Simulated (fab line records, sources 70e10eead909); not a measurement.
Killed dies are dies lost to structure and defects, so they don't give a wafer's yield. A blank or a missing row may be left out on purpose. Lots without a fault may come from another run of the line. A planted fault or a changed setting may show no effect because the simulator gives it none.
Problem report in the 8D (eight disciplines) form, filled by code | flow nand_harc | the parts of the form that need people (team, actions taken, sign-off) are left out

1. THE PROBLEM
killed_dies at NHARC_END_SORT_01 reads a mean of 570 on 2 wafers of 2 lots; wafers without a fault read 64 with a standard deviation of 21. That is +24 standard deviations from the usual mean.
First seen on wafer L685.3, day 28 16:57, on prober-02. The record holds 9 wafers of 5 lots with a number at this step. Rule for "out", or "out of limits": more than 4 standard deviations from the usual mean. The other wafers with a number count as sound.

2. WHAT IT IS AND WHAT IT IS NOT
question                    | is                           | is not
which readings at this step | killed_dies, killed_at_array | killed_at_other, killed_at_periphery, killed_open, killed_short
which lots                  | L685, L689                   | L676, L678, L697
which wafers of those lots  | all that have a number       | -
read on which gauges        | prober-01, prober-02         | -
when                        | from day 28 16:57            | up to then (6 sound wafers); but 1 sound wafer of L697 came after

3. SUSPECTS, AND WHAT RULES EACH OUT
Counting: a tool at a process step up to the reading stays a suspect if it ran every lot that is out and no sound lot after the first of them.
- the gauge at NHARC_END_SORT_01: ruled out. The wafers that are out were read on 2 gauges (prober-01, prober-02).
- har_etch-02 at NHARC_A_CHANNEL_HOLE_D1_ETCH_20 (etches the open film in C4F8/O2/Ar, time 361.9 s, target depth 1600 nm): kept. It ran every lot that is out, first L685 (day 12 12:55), and no sound lot after that.
- har_etch-02 at NHARC_A_CHANNEL_HOLE_D1_ETCH_21 (etches the open film in C4F8/O2/Ar, time 514.3 s, target depth 1600 nm): kept. It ran every lot that is out, first L685 (day 12 13:37), and no sound lot after that.
- har_etch-02 at NHARC_A_CHANNEL_HOLE_D1_ETCH_22 (etches the open film in C4F8/O2/Ar, time 666.7 s, target depth 1600 nm): kept. It ran every lot that is out, first L685 (day 12 14:34), and no sound lot after that.
- har_etch-02 at NHARC_A_CHANNEL_HOLE_D1_ETCH_25 (etches the open film in C4F8/O2/Ar, time 1040.2 s, target depth 1500 nm): kept. It ran every lot that is out, first L685 (day 12 18:49), and no sound lot after that.
- rie_diel-07 at NHARC_A_CHANNEL_HOLE_D1_ETCH_44 (etches the open film in CF4/O2, target depth 140 nm, overetch 14 nm, time 77 s): ruled out as a lasting fault. Sound lots L697 ran on it after its first lot that is out, L685 (day 12 21:19).
- rie_diel-07 at NHARC_A_CHANNEL_HOLE_D1_STRIP_27 (strips in O2): ruled out as a lasting fault. Sound lots L697 ran on it after its first lot that is out, L685 (day 28 16:57). NHARC_A_CHANNEL_HOLE_D1_STRIP_27 gives no start for some lots, so the hours and the order of its lots are those of NHARC_END_SORT_01.
Left after counting: har_etch-02 at NHARC_A_CHANNEL_HOLE_D1_ETCH_20, har_etch-02 at NHARC_A_CHANNEL_HOLE_D1_ETCH_21, har_etch-02 at NHARC_A_CHANNEL_HOLE_D1_ETCH_22, har_etch-02 at NHARC_A_CHANNEL_HOLE_D1_ETCH_25.

4. THE CAUSE (what the simulator had put in)
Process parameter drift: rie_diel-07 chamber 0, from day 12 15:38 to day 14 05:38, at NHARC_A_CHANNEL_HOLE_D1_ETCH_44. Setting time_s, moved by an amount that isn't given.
Counting ruled it out, wrongly: the rule takes a fault to strike every lot that its tool runs from its start on, and this one did not.

5. THE CHAIN OF EFFECTS, in route order
Each row: a reading whose mean over the struck wafers that have a number lies more than 3 standard deviations from the usual. Only readings for which the record gives a usual standard deviation are gone through. hours: the time from each lot's start at the first step in this table that gives one to its start at this step, as a median over the lots. sigmas: the change in usual standard deviations.
hours | step                            | reading         | usual  | on struck wafers | change | sigmas
0     | NHARC_A_CHANNEL_HOLE_D1_ETCH_44 | run_length_s    | 98.3 s | 89.9             | -8.4   | -22
383   | NHARC_END_SORT_01               | killed_at_array | 59     | 560              | +502   | +24
383   | NHARC_END_SORT_01               | killed_dies     | 64     | 570              | +506   | +24
The process steps in it:
- NHARC_A_CHANNEL_HOLE_D1_ETCH_44: etches the open film in CF4/O2, target depth 140 nm, overetch 14 nm, time 77 s.
Readings that are blank on the struck wafers while sound wafers have them: bias_w at NHARC_A_CHANNEL_HOLE_D1_ETCH_44.

6. WHAT WOULD HAVE CAUGHT IT SOONER
In this record the first reading out of limits at a measuring or inspecting step was taken at day 28 16:57, 385 hours after the fault began at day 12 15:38.
The tool's own readings at NHARC_A_CHANNEL_HOLE_D1_ETCH_44 were out on every struck wafer that the step has a row for (run_length_s): an alarm limit on them would have fired on the first of those.
